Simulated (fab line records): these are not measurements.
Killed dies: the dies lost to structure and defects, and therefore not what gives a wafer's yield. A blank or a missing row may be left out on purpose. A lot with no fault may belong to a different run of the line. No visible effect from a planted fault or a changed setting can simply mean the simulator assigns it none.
Chamber matching || flow n5-finfet || N5_BEOL_M6_ETCH_72 on rie-diel-04: 4 sister chambers
The step etches underlayer in N2/H2, target depth 6.5 nm, time 5.2 s. 4 wafers are shown with their chamber, then 10 later ones without.

WAFERS WITH THEIR CHAMBER
{"wafer": "L082.3", "chamber": 2, "showerhead-plenum-p-Torr (Torr)": 2.64}
{"wafer": "L090.3", "chamber": 3, "showerhead-plenum-p-Torr (Torr)": 2.46}
{"wafer": "L093.1", "chamber": 1, "showerhead-plenum-p-Torr (Torr)": 2.41}
{"wafer": "L093.4", "chamber": 0, "showerhead-plenum-p-Torr (Torr)": 2.71}

WAFERS WITH NO CHAMBER GIVEN
{"wafer": "L093.6", "showerhead-plenum-p-Torr (Torr)": 2.46}
{"wafer": "L094.2", "showerhead-plenum-p-Torr (Torr)": 2.71}
{"wafer": "L094.4", "showerhead-plenum-p-Torr (Torr)": 2.46}
{"wafer": "L094.5", "showerhead-plenum-p-Torr (Torr)": 2.71}
{"wafer": "L096.1", "showerhead-plenum-p-Torr (Torr)": 2.63}
{"wafer": "L096.4", "showerhead-plenum-p-Torr (Torr)": 2.41}
{"wafer": "L096.5", "showerhead-plenum-p-Torr (Torr)": 2.41}
{"wafer": "L097.1", "showerhead-plenum-p-Torr (Torr)": 2.45}
{"wafer": "L097.5", "showerhead-plenum-p-Torr (Torr)": 2.62}
{"wafer": "L097.6", "showerhead-plenum-p-Torr (Torr)": 2.40}

CHAMBER TAKEN BY EACH
{"wafer": "L093.6", "from the rows above": 3, "in truth": 3}
{"wafer": "L094.2", "from the rows above": 0, "in truth": 0}
{"wafer": "L094.4", "from the rows above": 3, "in truth": 3}
{"wafer": "L094.5", "from the rows above": 0, "in truth": 0}
{"wafer": "L096.1", "from the rows above": 2, "in truth": 2}
{"wafer": "L096.4", "from the rows above": 1, "in truth": 1}
{"wafer": "L096.5", "from the rows above": 1, "in truth": 1}
{"wafer": "L097.1", "from the rows above": 3, "in truth": 3}
{"wafer": "L097.5", "from the rows above": 2, "in truth": 2}
{"wafer": "L097.6", "from the rows above": 1, "in truth": 1}
10 of 10 placed correctly. Can't be placed from these rows: 0. Wrongly placed: 0.
How it was worked out, from the rows above alone: a wafer's distance from a chamber is the root of the sum, over the readings, of the square of ((its reading less the chamber's mean) divided by the reading's scatter). The wafer belongs to the nearest chamber; if the next one is less than 2 further off, it can't be placed. Each chamber's mean is taken over the wafers shown for it. The scatter: with one shown wafer a chamber, the root of the mean of the squares of how far each hidden wafer lies from its nearest shown one.
